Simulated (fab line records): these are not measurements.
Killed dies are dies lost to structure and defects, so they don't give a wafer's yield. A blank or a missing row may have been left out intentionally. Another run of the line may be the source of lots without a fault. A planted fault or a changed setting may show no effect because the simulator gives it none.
Split-lot study | flow n5-finfet | on a route of 1938 steps: 7 lots, 21 wafers read

## THE SPLIT ITSELF
At N5_BEOL_M6_ETCH_61 (etches SiARC in CF4, target depth 45.5 nm, time 75.8 s), the setting bias-w was moved away from the recipe's 36 W on 9 of the 21 wafers read, by -14.9% to +15.1%. All remaining wafers had this setting at the recipe value.

The reading comes from the split's own step.

## THE READING
rf-vpp-V, in V, at N5_BEOL_M6_ETCH_61 (etches SiARC in CF4, target depth 45.5 nm, time 75.8 s). Fault-free wafers of this fab line usually give 184.4 V, standard deviation 1.2 V.

wafer  | tool, chamber at the split | bias-w as run, W | against the recipe | rf-vpp-V, V | against lot-mates on the recipe
L074.3 | rie-diel-06, 2             | 36               | recipe             | 181.0       | -
L074.5 | rie-diel-06, 3             | 38.42            | +6.7%              | 194.1       | +12.7
L074.6 | rie-diel-06, 2             | 36               | recipe             | 181.9       | -
L076.1 | rie-diel-02, 3             | 36               | recipe             | 184.4       | -
L076.4 | rie-diel-02, 2             | 36               | recipe             | 185.4       | -
L076.6 | rie-diel-02, 2             | 41.42            | +15.1%             | 201.5       | +16.6
L079.1 | rie-diel-05, 0             | 36               | recipe             | 183.4       | -
L079.2 | rie-diel-05, 1             | 36               | recipe             | 185.0       | -
L079.6 | rie-diel-05, 2             | 36               | recipe             | 185.6       | -
L082.4 | rie-diel-06, 0             | 36               | recipe             | 183.8       | -
L082.5 | rie-diel-06, 3             | 36               | recipe             | 185.3       | -
L082.6 | rie-diel-06, 2             | 30.63            | -14.9%             | 164.9       | -19.7
L087.1 | rie-diel-06, 2             | 31.98            | -11.2%             | 169.6       | -15.3
L087.2 | rie-diel-06, 3             | 36               | recipe             | 184.9       | -
L087.4 | rie-diel-06, 3             | 31.98            | -11.2%             | 171.9       | -13.0
L085.4 | rie-diel-05, 0             | 38.93            | +8.1%              | 192.6       | +7.2
L085.5 | rie-diel-05, 3             | 36               | recipe             | 185.4       | -
L085.6 | rie-diel-05, 2             | 38.93            | +8.1%              | 196.6       | +11.2
L090.2 | rie-diel-06, 3             | 36               | recipe             | 186.5       | -
L090.5 | rie-diel-06, 3             | 33.73            | -6.3%              | 178.6       | -7.9
L090.6 | rie-diel-06, 0             | 33.73            | -6.3%              | 176.1       | -10.4

THE FIT
A straight line over all 21 wafers: rf-vpp-V changes by +1.23 V for each +1% of bias-w; r = +0.98; the points scatter about the line by 1.6 V.
The same after taking each lot's own level away (the mean of its wafers on the recipe; 21 wafers): +1.26 V for each +1%; r = +0.98; scatter 1.6 V.
According to that fit, moving bias-w by its largest amount changes the reading by 19 V.
Measured against the standard deviation above, the lots' own levels, which go from 181.45 to 186.50 V, span 4.2 times it.
Hence the lot-to-lot level has little effect on the slope; both slopes agree.
Check: for one of the wafers moved furthest among these (+15.1%), held out of the fit, the line's prediction against its lot-mates is +19.8 V. Against them it came out at +16.6 V.
Tool readings at the split's step, against how far the setting was moved: etch-rf-on-time-s r = -0.73; rf-vpp-V r = +0.98.

## ADDITIONAL SPLITS CARRIED BY THESE WAFERS
Note: prior to the reading, these wafers also went through further splits. Each is held against what the fit with the lots' levels taken away leaves over:
other split on the same wafers | wafers away from the commonest value | r with rf-vpp-V (lot level and that fit taken away)
N5_BEOL_M4_DESCUM_16 time-s    | 8                                    | -0.13
N5_BEOL_M5_COAT_66 spin-rpm    | 8                                    | +0.05
N5_BEOL_M5_COAT_22 spin-rpm    | 5                                    | -0.17

## THE WHOLE CHAIN: every reading that the file lists as answering this split, in the file's order
step               | what it does                                           | reading           | change (the file's fit)              | r (the file's)
N5_BEOL_M6_ETCH_61 | etches SiARC in CF4, target depth 45.5 nm, time 75.8 s | etch-rf-on-time-s | withheld for each +1% of the setting | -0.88
N5_BEOL_M6_ETCH_61 | etches SiARC in CF4, target depth 45.5 nm, time 75.8 s | rf-vpp-V          | +1.27 V for each +1% of the setting  | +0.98

## FILE'S OWN FIT
rf-vpp-V changes by +1.27 V for each +1% of bias-w, r = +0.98.
